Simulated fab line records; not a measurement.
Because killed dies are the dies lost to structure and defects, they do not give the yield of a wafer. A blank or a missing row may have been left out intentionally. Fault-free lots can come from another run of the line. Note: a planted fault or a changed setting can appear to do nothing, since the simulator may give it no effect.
fab line records -- flow n5-finfet
record lots=8, wafers=24, last-day=17
route steps=1938 shown MOL_CONTACT_COAG@587 BEOL_M4@1111
lots that met no fault: taken from a fault-free run of the same line
start-h: hours from the record's first day to the start of the lot's first wafer shown -- wait-h: hours elapsed since this lot's preceding step -- " same as the row above -- L1.1+2: one row covering several wafers at once -- - no value, or no start was given -- * or withheld: withheld -- < > ~ a bound
route shown NAME@n: names a module that has steps shown in the file, with the first one's number in the route -- usual: mean/standard deviation of fault-free wafers -- same: alike in all rows -- chamber/n: place in a boat -- sites: readings site by site -- _std_site: how widely they spread, as a standard deviation -- _edge_site: the outer-site mean with the inner-site mean subtracted -- radius-mm: how far each site lies from the wafer's centre -- mask NAME#n: copy n -- behind: the last tool/chamber to shape the wafer -- hold: reason for holding the lot/hours on hold/outcome of the hold -- device: the n, p or np transistor that did not switch -- end of line: at the end of the route, the tests of the same wafers -- a step without rows: its recipe alone -- killed: at the first sort, the dies lost to defects and structure; wafer yield is something else -- map: per-die view of a wafer (x killed, . not killed, _ where there is no die)
set.NAME: the setting the step ran with; set.NAME@STEP: the setting that earlier step ran with -- model.NAME: the simulator's own value behind a step, which no gauge read
a sample of lots followed through the steps of the route, with each step as a table and each wafer as a row
services: when a tool's chamber went out of use (start-h, in hours from the record's first day, below 0 if earlier), for how many hours, and the reason
## steps
# step N5_MOL_CONTACT_COAG_STRIP_96
# recipe chemistry=N2/H2, power-w=500, temp-c=40, pressure-mtorr=50, rf-frequency-hz=6e+07, overash-fraction=0.3, bias-power-w=28, h2-frac=0.5, n2-flow-sccm=300, h2-flow-sccm=300
# usual drypump-motor-current-A=5.8/0.51, oes-product-au=0.77/0.094, power-w=500.2/1.4, rf-vpp-V=122.1/1.3, showerhead-plenum-p-Torr=3.38/0.11, temp-c=40.01/0.11, throttle-valve-pct=18.94/0.28
lot.wafer,tool,chamber,start-h,wait-h,drypump-motor-current-A,oes-product-au,power-w,rf-hours-counter-h,rf-vpp-V,showerhead-plenum-p-Torr,temp-c,throttle-valve-pct
L878.1,rie-diel-06,1,101.05,0.0,5.4,0.71,502.5,202,121.7,3.33,39.93,18.92
L878.2,rie-diel-06,0,101.05,0.0,5.5,0.78,500.2,114,121.9,3.51,39.89,18.90
L878.3,rie-diel-06,2,101.05,0.0,5.4,0.71,500.1,233,122.2,3.32,40.11,18.89
L881.1,rie-diel-01,2,118.58,0.0,5.5,0.74,498.7,151,121.7,3.36,40.02,18.84
L881.5,rie-diel-01,3,118.58,0.0,5.8,0.95,498.7,-,122.6,3.45,40.06,18.57
L881.6,rie-diel-01,2,118.58,0.0,5.5,0.74,496.9,-,120.5,3.36,40.14,18.86
L884.2,rie-diel-04,0,137.63,0.0,5.6,0.71,501.5,225,122.2,3.33,39.82,19.32
L884.5,rie-diel-04,1,137.63,0.0,5.6,0.71,499.5,-,122.3,3.34,40.04,19.36
L884.6,rie-diel-04,3,137.63,0.0,5.6,0.75,500.4,-,120.9,3.21,39.79,18.76
L888.1,rie-diel-06,0,162.27,0.0,5.5,0.76,500.0,135,123.8,3.50,40.10,18.92
L888.3,rie-diel-06,3,162.27,0.0,6.8,0.74,502.1,166,123.6,3.49,40.06,18.59
L888.6,rie-diel-06,3,162.27,0.0,6.8,0.75,501.2,-,123.3,3.49,40.01,18.60
L893.1,rie-diel-06,1,192.48,0.0,5.4,0.69,501.0,235,121.0,3.31,40.04,18.96
L893.3,rie-diel-06,0,192.48,0.0,5.6,0.75,497.7,145,121.8,3.50,40.19,18.94
L893.6,rie-diel-06,2,192.48,0.0,5.4,0.94,501.1,-,120.5,3.30,40.30,18.51
L896.1,rie-diel-04,1,211.70,0.0,5.6,0.69,501.9,223,124.7,3.32,40.06,19.41
L896.2,rie-diel-04,3,211.70,0.0,5.7,0.74,501.6,200,123.2,3.19,39.94,18.80
L896.3,rie-diel-04,2,211.70,0.0,6.5,0.93,498.3,21,123.8,3.58,39.98,19.07
L898.2,rie-diel-06,3,215.69,0.0,6.8,0.73,501.2,184,123.5,3.48,39.95,18.64
L898.4,rie-diel-06,2,215.69,0.0,5.3,0.90,499.2,18,122.5,3.30,39.88,18.53
L898.6,rie-diel-06,0,215.69,0.0,5.5,0.74,500.9,-,123.3,3.49,39.90,18.97
L901.3,rie-diel-04,0,237.31,0.0,5.6,0.96,501.4,7,121.3,3.31,39.95,18.97
L901.4,rie-diel-04,2,237.31,0.0,6.6,0.89,499.5,33,123.0,3.57,40.07,19.10
L901.5,rie-diel-04,0,237.31,0.0,5.6,0.95,502.6,-,121.9,3.31,40.10,18.98
# step N5_MOL_CONTACT_COAG_ETCH_47
# recipe chemistry=CH3F/O2, target=SiNx, target-depth-a=270, mask-material=SiO2, stop-on=W, over-etch-frac=0.2, ion-energy-ev=120, endpoint=OES-CN, pressure-mtorr=30, source-w=395, bias-w=73, Ar_flow_sccm=150, CH3F_flow_sccm=30, O2_flow_sccm=20, ends=end-point
# usual drypump-motor-current-A=5.7/0.5, etch-rf-on-time-s=31.3/0.43, mfc-ar-sccm=150.1/0.43, oes-product-au=0.69/0.083, rf-fwd-power-W=385.8/1.9, rf-vpp-V=295.5/2.2, showerhead-plenum-p-Torr=2.01/0.064, throttle-valve-pct=16.39/0.19
lot.wafer,tool,chamber,start-h,wait-h,drypump-motor-current-A,etch-rf-on-time-s,mfc-ar-sccm,oes-product-au,rf-fwd-power-W,rf-hours-counter-h,rf-vpp-V,showerhead-plenum-p-Torr,throttle-valve-pct
L878.1,rie-diel-06,1,101.09,0.0,5.3,31.5,150.3,0.63,385.1,202,293.8,1.98,16.39
L878.2,rie-diel-06,0,101.09,0.0,5.5,31.1,150.1,0.70,385.8,114,296.9,2.09,16.40
L878.3,rie-diel-06,2,101.09,0.0,5.4,31.5,150.4,0.63,386.3,233,293.3,1.98,16.62
L881.1,rie-diel-01,2,118.62,0.0,5.5,31.7,149.8,0.66,384.9,151,297.3,2.01,16.24
L881.5,rie-diel-01,3,118.62,0.0,5.8,31.4,150.5,0.84,385.1,-,292.9,2.04,16.13
L881.6,rie-diel-01,2,118.62,0.0,5.5,31.3,150.5,0.67,385.0,-,295.2,2.01,16.24
L884.2,rie-diel-04,0,137.67,0.0,5.6,31.6,149.8,0.62,385.1,225,295.1,1.99,16.79
L884.5,rie-diel-04,1,137.67,0.0,5.6,31.8,150.0,0.63,383.7,-,295.0,1.98,16.29
L884.6,rie-diel-04,3,137.67,0.0,5.6,31.2,149.6,0.68,390.0,-,297.5,1.91,16.12
L888.1,rie-diel-06,0,162.31,0.0,5.5,31.5,149.5,0.68,386.2,135,297.4,2.08,16.45
L888.3,rie-diel-06,3,162.31,0.0,6.8,31.2,149.4,0.67,384.8,166,295.4,2.07,16.43
L888.6,rie-diel-06,3,162.31,0.0,6.8,31.6,149.8,0.66,384.3,-,296.7,2.08,16.41
L893.1,rie-diel-06,1,192.52,0.0,5.3,31.7,150.0,0.60,384.2,235,292.4,1.97,16.48
L893.3,rie-diel-06,0,192.52,0.0,5.5,31.4,150.2,0.67,385.2,145,298.6,2.08,16.48
L893.6,rie-diel-06,2,192.52,0.0,5.4,31.2,150.8,0.84,384.6,-,294.1,1.97,16.20
L896.1,rie-diel-04,1,211.74,0.0,5.6,31.6,150.8,0.62,384.5,223,296.6,1.97,16.34
L896.2,rie-diel-04,3,211.74,0.0,5.6,30.7,149.4,0.66,391.0,200,296.4,1.90,16.18
L896.3,rie-diel-04,2,211.74,0.0,6.5,31.2,149.7,0.82,389.0,21,299.3,2.13,16.27
L898.2,rie-diel-06,3,215.73,0.0,6.8,31.4,150.2,0.65,385.1,184,296.4,2.07,16.48
L898.4,rie-diel-06,2,215.73,0.0,5.4,31.4,149.5,0.81,383.9,18,294.1,1.97,16.21
L898.6,rie-diel-06,0,215.73,0.0,5.5,31.4,150.6,0.66,385.3,-,297.6,2.08,16.47
L901.3,rie-diel-04,0,237.35,0.0,5.6,30.3,150.4,0.85,385.8,7,295.0,1.98,16.38
L901.4,rie-diel-04,2,237.35,0.0,6.5,30.9,150.5,0.80,387.9,33,297.5,2.13,16.30
L901.5,rie-diel-04,0,237.35,0.0,5.6,30.6,151.0,0.84,386.5,-,295.9,1.98,16.38
# step N5_MOL_CONTACT_COAG_ETCH_67
# recipe chemistry=N2/H2, target=SOC, target-depth-a=600, overetch-a=210, mask-material=SiARC, temp-c=40, time-s=101.2, ion-energy-ev=200, pressure-mtorr=30, source-w=840, bias-w=150, n2-flow-sccm=200, h2-flow-sccm=200
# usual drypump-motor-current-A=5.7/0.51, oes-product-au=0.66/0.08, rf-fwd-power-W=834/3.2, rf-vpp-V=524.3/2.2, showerhead-plenum-p-Torr=2.56/0.08, temp-c=39.99/0.11, throttle-valve-pct=17.83/0.19
lot.wafer,tool,chamber,start-h,wait-h,drypump-motor-current-A,oes-product-au,rf-fwd-power-W,rf-hours-counter-h,rf-vpp-V,showerhead-plenum-p-Torr,temp-c,throttle-valve-pct
L878.1,rie-diel-06,2,102.12,0.0,5.4,0.59,829,233,523.6,2.51,40.04,18.00
L878.2,rie-diel-06,3,102.12,0.0,6.8,0.64,835,143,526.2,2.65,40.06,17.77
L878.3,rie-diel-06,0,102.12,0.0,5.5,0.66,833,114,526.1,2.66,40.02,17.89
L881.1,rie-diel-06,2,120.11,0.0,5.4,0.60,833,240,523.0,2.51,39.96,18.00
L881.5,rie-diel-06,2,120.11,0.0,5.3,0.59,830,-,523.0,2.51,39.91,18.02
L881.6,rie-diel-06,3,120.11,0.0,6.8,0.64,832,-,527.1,2.65,39.99,17.79
L884.2,rie-diel-04,0,138.87,0.0,5.6,0.59,832,226,523.7,2.52,40.00,18.25
L884.5,rie-diel-04,3,138.87,0.0,5.7,0.63,839,-,521.4,2.42,39.93,17.59
L884.6,rie-diel-04,1,138.87,0.0,5.6,0.60,834,-,523.3,2.52,39.94,17.94
L888.1,rie-diel-06,0,163.66,0.0,5.5,0.64,1031,135,489.6,2.66,40.07,17.92
L888.3,rie-diel-06,1,163.66,0.0,5.3,0.58,1038,224,486.8,2.51,39.85,17.90
L888.6,rie-diel-06,1,163.66,0.0,5.3,0.59,1038,-,487.4,2.51,39.93,17.89
L893.1,rie-diel-06,1,193.78,0.0,5.4,0.58,1038,236,487.8,2.51,40.02,17.91
L893.3,rie-diel-06,3,193.78,0.0,6.9,0.62,1037,177,490.2,2.64,40.02,17.82
L893.6,rie-diel-06,2,193.78,0.0,5.4,0.78,1038,-,486.8,2.50,40.08,17.58
L896.1,rie-diel-04,2,213.19,0.0,6.5,0.76,836,22,527.6,2.72,39.95,17.82
L896.2,rie-diel-04,3,213.19,0.0,5.6,0.61,839,201,521.9,2.41,39.80,17.66
L896.3,rie-diel-04,1,213.19,0.0,5.6,0.58,835,224,523.0,2.51,40.05,17.96
L898.2,rie-diel-01,3,216.85,0.0,5.8,0.74,827,46,525.8,2.60,39.94,17.69
L898.4,rie-diel-01,1,216.85,0.0,4.9,0.73,835,37,521.8,2.48,40.10,17.54
L898.6,rie-diel-01,0,216.85,0.0,5.4,0.75,837,-,525.0,2.61,39.91,18.01
L901.3,rie-diel-04,3,238.49,0.0,5.6,0.60,838,213,520.2,2.41,40.10,17.68
L901.4,rie-diel-04,2,238.49,0.0,6.5,0.74,842,33,528.7,2.71,39.89,17.85
L901.5,rie-diel-04,0,238.49,0.0,5.6,0.77,835,-,522.7,2.50,40.13,17.86
# step N5_MOL_CONTACT_COAG_VIA_ETCH_117
# recipe chemistry=C4F6/O2, target-depth-a=400, overetch-a=80, mask-material=SOC, target=SiO2, bias-w=455, pressure-mtorr=10, time-s=26, source-w=325, Ar_flow_sccm=300, C4F6_flow_sccm=10, O2_flow_sccm=10, ion-energy-ev=575.3, ends=end-point
# usual drypump-motor-current-A=5.7/0.51, mfc-ar-sccm=300.0/0.82, oes-product-au=0.71/0.082, rf-fwd-power-W=319.5/1.6, rf-vpp-V=1576/10, showerhead-plenum-p-Torr=2.85/0.083, throttle-valve-pct=41.07/0.28
lot.wafer,tool,chamber,start-h,wait-h,drypump-motor-current-A,mfc-ar-sccm,oes-product-au,rf-fwd-power-W,rf-hours-counter-h,rf-vpp-V,showerhead-plenum-p-Torr,throttle-valve-pct
L878.1,rie-diel-06,0,102.24,0.0,5.5,300.5,0.70,317.8,115,1591,2.96,41.04
L878.2,rie-diel-06,3,102.24,0.0,6.8,298.9,0.69,319.3,143,1580,2.95,41.04
L878.3,rie-diel-06,2,102.24,0.0,5.4,300.7,0.64,321.3,233,1570,2.81,41.31
L881.1,rie-diel-06,2,120.23,0.0,5.4,300.8,0.63,319.3,240,1570,2.81,41.32
L881.5,rie-diel-06,2,120.23,0.0,5.4,300.0,0.63,318.2,-,1569,2.81,41.33
L881.6,rie-diel-06,3,120.23,0.0,6.8,299.2,0.68,318.6,-,1579,2.95,41.03
L884.2,rie-diel-04,0,138.99,0.0,5.6,300.1,0.63,320.2,226,1576,2.82,41.63
L884.5,rie-diel-04,3,138.99,0.0,5.6,299.0,0.67,322.9,-,1583,2.71,40.74
L884.6,rie-diel-04,1,138.99,0.0,5.6,299.1,0.64,320.0,-,1582,2.81,40.97
L888.1,rie-diel-06,0,163.79,0.0,5.5,300.9,0.69,317.6,135,1591,2.95,41.05
L888.3,rie-diel-06,1,163.79,0.0,5.3,300.0,0.62,319.6,224,1558,2.81,41.11
L888.6,rie-diel-06,1,163.79,0.0,5.3,300.4,0.63,319.5,-,1558,2.81,41.11
L893.1,rie-diel-06,1,193.91,0.0,5.3,300.5,0.62,318.9,236,1559,2.80,41.12
L893.3,rie-diel-06,3,193.91,0.0,6.8,299.0,0.66,318.7,177,1577,2.93,41.10
L893.6,rie-diel-06,2,193.91,0.0,5.4,299.2,0.84,319.8,-,1569,2.80,41.01
L896.1,rie-diel-04,2,213.31,0.0,6.5,299.8,0.82,322.7,22,1589,3.02,41.16
L896.2,rie-diel-04,3,213.31,0.0,5.6,300.3,0.66,324.1,201,1582,2.70,40.75
L896.3,rie-diel-04,1,213.31,0.0,5.6,301.2,0.63,320.4,224,1580,2.80,40.98
L898.2,rie-diel-01,3,216.98,0.0,5.8,301.2,0.78,319.1,46,1567,2.88,40.71
L898.4,rie-diel-01,1,216.98,0.0,4.9,300.2,0.78,321.2,37,1560,2.78,40.84
L898.6,rie-diel-01,0,216.98,0.0,5.3,299.9,0.81,318.0,-,1581,2.90,41.51
L901.3,rie-diel-04,3,238.61,0.0,5.6,299.8,0.65,322.3,213,1582,2.70,40.80
L901.4,rie-diel-04,2,238.61,0.0,6.5,300.0,0.79,322.7,33,1588,3.02,41.13
L901.5,rie-diel-04,0,238.61,0.0,5.6,298.9,0.83,321.2,-,1575,2.81,41.53
# step N5_BEOL_M4_RC_MEAS_101
# usual DIBL_N=36.4/1.5, DIBL_P=36.6/1.9, IOFF_N=0.155/0.021, IOFF_P=0.211/0.028, ION_N=671/8.6, ION_P=462/5.8, SS_N=71.5/0.5, SS_P=73.4/0.58, VT_N=250.1/2.4, VT_P=-250.1/3
lot.wafer,tool,chamber,start-h,wait-h,DIBL_N[mV/V],DIBL_P[mV/V],IOFF_N[nA/um],IOFF_P[nA/um],ION_N[uA/um],ION_P[uA/um],SS_N[mV/dec],SS_P[mV/dec],VT_N[mV],VT_P[mV]
L878.1,prober-02,0,167.86,0.0,35.7,35.0,0.134,0.193,674,457,71.2,72.5,250.6,-250.8
L878.2,prober-02,0,167.86,0.0,35.3,35.4,0.138,0.200,667,464,71.4,72.0,248.9,-251.9
L878.3,prober-02,0,167.86,0.0,35.8,34.5,0.142,0.189,685,461,71.5,72.8,250.2,-252.8
L881.1,prober-01,0,186.47,0.0,37.2,39.2,0.161,0.217,673,462,71.3,73.6,252.4,-251.4
L881.5,prober-01,0,186.47,0.0,38.2,39.4,0.176,0.220,674,460,72.0,73.9,250.6,-250.6
L881.6,prober-01,0,186.47,0.0,34.9,36.1,0.127,0.173,660,453,71.1,72.8,256.3,-252.3
L884.2,prober-02,0,207.85,0.2,36.5,36.7,0.155,0.208,673,460,71.6,73.4,250.9,-250.0
L884.5,prober-02,0,207.85,0.2,34.8,33.9,0.126,0.179,664,459,71.2,72.0,250.4,-253.1
L884.6,prober-02,0,207.85,0.2,36.1,36.1,0.144,0.205,669,462,71.3,73.7,252.1,-252.4
L888.1,prober-02,0,230.69,0.0,35.1,37.2,0.155,0.237,672,468,71.5,73.1,249.5,-246.7
L888.3,prober-02,0,230.69,0.0,34.4,36.2,0.144,0.221,669,458,71.2,73.0,250.6,-246.5
L888.6,prober-02,0,230.69,0.0,33.7,35.3,0.133,0.204,662,461,71.7,72.8,252.6,-252.6
L893.1,prober-02,0,253.13,0.0,36.7,36.3,0.153,0.211,667,461,71.8,73.5,250.2,-251.3
L893.3,prober-02,0,253.13,0.0,37.1,36.5,0.157,0.212,678,467,71.4,73.0,248.7,-250.3
L893.6,prober-02,0,253.13,0.0,37.5,38.4,0.169,0.252,690,474,71.5,74.4,245.7,-248.6
L896.1,prober-02,0,277.96,0.0,36.0,38.0,0.171,0.222,670,463,71.5,73.3,250.0,-248.7
L896.2,prober-02,0,277.96,0.0,34.9,37.0,0.152,0.204,670,466,71.0,72.7,250.4,-249.4
L896.3,prober-02,0,277.96,0.0,35.9,38.0,0.169,0.232,677,467,71.0,73.0,249.7,-247.9
L898.2,prober-01,0,284.11,0.2,36.3,36.7,0.151,0.195,665,456,71.5,73.4,249.9,-251.6
L898.4,prober-01,0,284.11,0.2,37.1,38.9,0.177,0.230,673,466,71.9,74.6,247.2,-249.3
L898.6,prober-01,0,284.11,0.2,36.7,37.9,0.158,0.207,665,453,72.0,74.0,250.0,-247.9
L901.3,prober-02,0,308.56,0.3,37.5,37.3,0.160,0.168,675,452,72.1,73.6,248.8,-257.4
L901.4,prober-02,0,308.56,0.3,36.8,37.3,0.155,0.173,675,458,70.9,73.6,248.2,-256.5
L901.5,prober-02,0,308.56,0.3,38.2,38.1,0.175,0.183,691,461,71.8,73.1,247.3,-256.1
## services
tool,chamber,start-h,hours,kind
rie-diel-01,3,80.03,-,clean
rie-diel-01,3,80.03,-,consumable-replace:focus-ring
rie-diel-01,3,80.03,17.7,scheduled-down
rie-diel-01,3,80.03,17.7,vent-cycle
rie-diel-01,1,86.89,2.2,repair
rie-diel-06,3,95.74,5.3,repair
rie-diel-06,1,102.17,2.4,repair
rie-diel-01,-,104.58,0.5,repair
rie-diel-01,1,107.44,-,clean
rie-diel-06,0,118.56,6.0,repair
rie-diel-04,2,135.03,-,clean
rie-diel-04,2,135.03,-,consumable-replace:focus-ring
rie-diel-04,2,135.03,-,consumable-replace:showerhead
rie-diel-04,2,135.03,19.1,scheduled-down
rie-diel-04,2,135.03,19.1,vent-cycle
rie-diel-06,2,150.22,-,clean
rie-diel-06,2,150.22,-,consumable-replace:focus-ring
rie-diel-06,2,150.22,14.8,scheduled-down
rie-diel-06,2,150.22,14.8,vent-cycle
rie-diel-04,0,204.28,-,clean
rie-diel-04,0,204.28,-,consumable-replace:focus-ring
rie-diel-04,0,204.28,17.3,scheduled-down
rie-diel-04,0,204.28,17.3,vent-cycle
rie-diel-04,1,217.32,5.2,repair
## key
first-sign step=N5_MOL_CONTACT_COAG_ETCH_67, reading=rf-fwd-power-W, direction=up, sigmas=63, usual=*, struck=*
effect step=N5_MOL_CONTACT_COAG_ETCH_67, reading=rf-vpp-V, direction=down, sigmas=16, usual=524.3, struck=488.1
met-at N5_MOL_CONTACT_COAG_ETCH_67
struck-lots L888,L893
not-acting-at N5_MOL_CONTACT_COAG_STRIP_96,N5_MOL_CONTACT_COAG_ETCH_47,N5_MOL_CONTACT_COAG_VIA_ETCH_117
onset-between 120.11 163.66
fault kind=process-parameter-drift, tool=rie-diel-06, chamber=-, onset-h=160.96, steps=N5_MOL_CONTACT_COAG_ETCH_67, channel=source-w, offset=201.6, shape=step, end-h=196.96, acts-in=these-recipes-only, stated=840
